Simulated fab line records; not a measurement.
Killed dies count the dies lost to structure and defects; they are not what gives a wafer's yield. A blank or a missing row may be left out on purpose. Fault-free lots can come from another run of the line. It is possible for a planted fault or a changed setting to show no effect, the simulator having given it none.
Matching of chambers | flow nand_harc | 4 sister chambers for NHARC_A_WL_FILL_ALD_02 on ald_metal-03
The step deposits TiN, target thk 2 nm, pulse time 3 s, ald cycles 100. 4 wafers are shown with their chamber, then 12 later ones without.

== WAFERS WITH THEIR CHAMBER ==
wafer  | chamber | heater_power_w (W)
L079.5 | 1       | 1032
L083.2 | 3       | 950
L085.2 | 2       | 1062
L085.6 | 0       | 1115

== WAFERS WITHOUT THEIR CHAMBER ==
wafer  | heater_power_w (W)
L091.2 | 1071
L091.3 | 926
L091.4 | 1121
L093.1 | 1094
L093.2 | 911
L093.5 | 1063
L096.1 | 1059
L096.4 | 1137
L096.6 | 933
L096.2 | 1026
L096.3 | 950
L096.5 | 1061

== CHAMBER TAKEN BY EACH ==
wafer  | from the rows above     | in truth
L091.2 | can't be placed: 2 or 1 | 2
L091.3 | 3                       | 3
L091.4 | 0                       | 0
L093.1 | can't be placed: 0 or 2 | 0
L093.2 | 3                       | 3
L093.5 | can't be placed: 2 or 1 | 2
L096.1 | can't be placed: 2 or 1 | 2
L096.4 | 0                       | 0
L096.6 | 3                       | 3
L096.2 | can't be placed: 1 or 2 | 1
L096.3 | 3                       | 3
L096.5 | can't be placed: 2 or 1 | 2
Correct placement for 6 of the 12. Can't be placed from these rows: 6 (the true chamber is among the candidates in 6). 0 placed wrongly.
How it was worked out, from the rows above alone: a wafer's distance from a chamber is the root of the sum, over the readings, of the square of ((its reading less the chamber's mean) divided by the reading's scatter). If the next closest chamber is less than 2 further off than the closest, the wafer can't be placed; otherwise it belongs to the closest. A chamber's mean is the mean of its shown wafers. The scatter (one wafer shown for each chamber): square how far every hidden wafer sits from the nearest shown wafer, average those squares and take the square root.
